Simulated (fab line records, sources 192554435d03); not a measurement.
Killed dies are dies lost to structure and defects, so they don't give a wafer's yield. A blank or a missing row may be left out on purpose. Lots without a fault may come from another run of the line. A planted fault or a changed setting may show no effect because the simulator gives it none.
Chamber matching | flow n5_finfet | N5_BEOL_M3_ETCH_63 on rie_diel-02: 4 sister chambers
The step etches SiARC in CF4, target depth 15.6 nm, time 26 s. 4 wafers are shown with their chamber, then 9 later ones without.

WAFERS WITH THEIR CHAMBER
wafer  | chamber | showerhead_plenum_p_Torr (Torr)
L078.6 | 3       | 2.25
L085.1 | 1       | 2.12
L085.2 | 0       | 2.10
L085.5 | 2       | 2.03

WAFERS WITHOUT THEIR CHAMBER
wafer  | showerhead_plenum_p_Torr (Torr)
L087.1 | 2.11
L087.4 | 2.03
L087.5 | 2.12
L089.1 | 2.12
L089.5 | 2.03
L089.6 | 2.12
L091.1 | 2.10
L091.5 | 2.03
L091.6 | 2.25

WHICH CHAMBER EACH WENT THROUGH
wafer  | from the rows above     | in truth
L087.1 | can't be placed: 0 or 1 | 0
L087.4 | 2                       | 2
L087.5 | 1                       | 1
L089.1 | 1                       | 1
L089.5 | 2                       | 2
L089.6 | 1                       | 1
L091.1 | 0                       | 0
L091.5 | 2                       | 2
L091.6 | 3                       | 3
Placed correctly: 8 of 9. Can't be placed from these rows: 1 (the true chamber is among the candidates in 1). Placed wrongly: 0.
How it was worked out, from the rows above alone: a wafer's distance from a chamber is the root of the sum, over the readings, of the square of ((its reading less the chamber's mean) divided by the reading's scatter). The wafer belongs to the nearest chamber; if the next one is less than 2 further off, it can't be placed. A chamber's mean is the mean of its shown wafers. The scatter: with one shown wafer a chamber, the root of the mean of the squares of how far each hidden wafer lies from its nearest shown one.
